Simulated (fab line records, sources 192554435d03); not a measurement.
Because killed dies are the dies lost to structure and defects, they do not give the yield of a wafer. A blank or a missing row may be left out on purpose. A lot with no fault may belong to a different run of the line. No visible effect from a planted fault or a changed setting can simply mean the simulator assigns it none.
What tool caused it? ; flow n5-finfet ; 26 wafers from 9 lots sampled at 2 of the route's 1938 steps

== WHAT THE GAUGES READ, wafer by wafer ==
N5_BEOL_M4_RC_MEAS_101. Usual: DIBL_N 36.1 mV/V, standard deviation 1.6; DIBL_P 35.7 mV/V, standard deviation 1.8; IOFF_N 0.159 nA/um, standard deviation 0.027; IOFF_P 0.21 nA/um, standard deviation 0.03; ION_N 673 uA/um, standard deviation 10; ION_P 462 uA/um, standard deviation 7.4; SS_N 71.4 mV/dec, standard deviation 0.56; SS_P 73.2 mV/dec, standard deviation 0.61; VT_N 249.7 mV, standard deviation 3; VT_P -250 mV, standard deviation 3.1.
lot;measured;on;DIBL_N (mV/V);DIBL_P (mV/V);IOFF_N (nA/um);IOFF_P (nA/um);ION_N (uA/um);ION_P (uA/um);SS_N (mV/dec);SS_P (mV/dec);VT_N (mV);VT_P (mV);flag
L615;day 8 17:10;prober-02;37.9 36.6 39.2;37.4 35.8 38.7;0.156 0.136 0.189;0.19 0.18 0.24;664 662 678;448 451 458;71.6 71.7 72.0;73.6 73.1 73.8;252.5 253.1 248.9;-253 -254 -251;
L616;day 8 23:52;prober-02;36.4 37.0 36.4;34.9 35.9 35.9;0.162 0.170 0.167;0.20 0.22 0.23;671 678 676;463 467 469;71.4 71.6 71.2;72.7 73.7 73.8;250.1 246.8 247.0;-250 -248 -247;
L618;day 9 07:34;prober-01;38.1 37.8;35.7 36.1;0.166 0.174;0.20 0.21;666 684;453 466;71.7 72.0;73.3 73.2;248.8 247.9;-252 -250;
L626;day 11 15:17;prober-01;39.8 38.1 38.0;39.4 36.4 36.1;0.213 0.185 0.174;0.26 0.20 0.19;686 687 683;463 461 456;72.4 71.5 71.9;75.0 73.2 73.5;248.3 247.3 248.9;-249 -253 -253;
L629;day 12 17:29;prober-01;35.4 38.7 39.3;35.2 38.5 38.7;0.131 0.195 0.200;0.18 0.23 0.23;675 679 686;462 463 466;70.7 71.5 71.9;72.7 74.0 74.1;249.4 246.7 248.2;-251 -249 -246;
L631;day 13 17:08;prober-01;34.9 35.7 36.4;34.5 36.9 37.7;0.122 0.148 0.163;0.17 0.21 0.21;666 683 683;455 467 465;71.1 70.8 71.6;73.3 73.6 73.8;253.6 250.6 250.1;-252 -250 -251;
L632;day 13 21:15;prober-01;37.1 35.3 36.2;36.8 34.9 36.0;0.195 0.147 0.178;0.23 0.19 0.22;678 672 677;461 457 463;71.9 71.5 72.2;72.9 72.3 72.4;247.2 251.9 249.4;-250 -253 -250;
L634;day 14 16:55;prober-02;34.9 40.0 37.2;33.0 39.2 35.1;0.124 0.210 0.147;0.19 0.30 0.23;667 684 675;465 473 478;70.6 71.4 70.6;72.9 75.1 73.6;250.1 246.3 249.8;-249 -246 -248;
L633;day 15 05:43;prober-01;35.2 34.7 36.7;34.8 33.7 36.9;0.156 0.139 0.201;0.22 0.20 0.26;662 670 694;460 468 482;71.1 70.9 71.0;73.1 72.1 73.1;247.2 251.6 243.3;-244 -245 -242;

N5_MIM_BOT_LITHO_INSPECT_12: inspects for defects (macro). Usual: raw-defect-count reads 2.0 (standard deviation 1.4).
lot;measured;on;raw-defect-count;flag
L615;day 12 19:40;defect-inspect-01;1 0 1;
L616;day 13 00:41;defect-inspect-02;4 1 4;
L618;day 13 20:24;defect-inspect-02;2 3;
L626;day 15 11:26;defect-inspect-02;3 1 2;
L629;day 16 11:05;defect-inspect-01;5 1 3;
L631;day 17 13:40;defect-inspect-02;4 0 4;
L632;day 17 23:25;defect-inspect-01;5 3 0;
L634;day 18 09:59;defect-inspect-02;1 5 1;
L633;day 19 05:24;defect-inspect-01;3 0 3;

== EACH LOT AND THE TOOL THAT RAN IT (in order: tool; ch and the chambers of the sampled wafers; start) ==
Before these readings, the record contains no process step.

== WHAT THE TOOLS THEMSELVES READ (means of the sampled wafers that have a number; where no wafer has one, the mark that the record gives instead) ==
The record holds no such reading with a usual standard deviation.

== THE ANSWER, worked out from the rows above alone ==
Rule: a lot counts as off when the mean over its wafers that have a number is more than 3 standard deviations away from the usual mean. A lot without any number at a reading at which 4 lots or more have one is off too. Any other lot the step has rows for is counted as sound. The gauges are gone through in route order, then the tools' own readings, and for those a lot's mean is taken as printed above. At the first step where some lot is off, the reading lying furthest off is the one used; lots without a number count as furthest.
Nothing can be told from this: no lot is off at any reading shown.

== WHAT HAD BEEN PUT IN BY THE SIMULATOR ==
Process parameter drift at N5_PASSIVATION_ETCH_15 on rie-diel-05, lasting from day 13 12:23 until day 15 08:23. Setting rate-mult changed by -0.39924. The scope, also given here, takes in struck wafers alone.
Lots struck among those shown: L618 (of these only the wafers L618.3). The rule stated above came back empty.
